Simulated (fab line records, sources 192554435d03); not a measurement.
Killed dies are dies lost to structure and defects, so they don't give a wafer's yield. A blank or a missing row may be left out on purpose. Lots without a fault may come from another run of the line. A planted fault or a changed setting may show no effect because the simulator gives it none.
Chamber matching | flow n5_finfet | N5_DUMMY_GATE_DESCUM_20 on rie_diel-06: 4 sister chambers
The step chemistry O2, time 6.2 s. 4 wafers are shown with their chamber, then 12 later ones without.

WAFERS WITH THEIR CHAMBER
wafer  | chamber | showerhead_plenum_p_Torr (Torr)
L086.1 | 3       | 2.20
L087.3 | 0       | 2.00
L087.4 | 1       | 2.08
L087.5 | 2       | 2.06

WAFERS WITHOUT THEIR CHAMBER
wafer  | showerhead_plenum_p_Torr (Torr)
L089.1 | 2.20
L089.2 | 2.00
L089.3 | 2.05
L089.4 | 2.08
L089.5 | 2.08
L089.6 | 2.05
L093.2 | 2.05
L093.4 | 2.08
L093.6 | 2.20
L097.1 | 2.20
L097.3 | 2.00
L097.6 | 2.19

WHICH CHAMBER EACH WENT THROUGH
wafer  | from the rows above | in truth
L089.1 | 3                   | 3
L089.2 | 0                   | 0
L089.3 | 2                   | 2
L089.4 | 1                   | 1
L089.5 | 1                   | 1
L089.6 | 2                   | 2
L093.2 | 2                   | 2
L093.4 | 1                   | 1
L093.6 | 3                   | 3
L097.1 | 3                   | 3
L097.3 | 0                   | 0
L097.6 | 3                   | 3
Placed correctly: 12 of 12. Can't be placed from these rows: 0. Placed wrongly: 0.
How it was worked out, from the rows above alone: a wafer's distance from a chamber is the root of the sum, over the readings, of the square of ((its reading less the chamber's mean) divided by the reading's scatter). The wafer belongs to the nearest chamber; if the next one is less than 2 further off, it can't be placed. A chamber's mean is the mean of its shown wafers. The scatter: with one shown wafer a chamber, the root of the mean of the squares of how far each hidden wafer lies from its nearest shown one.
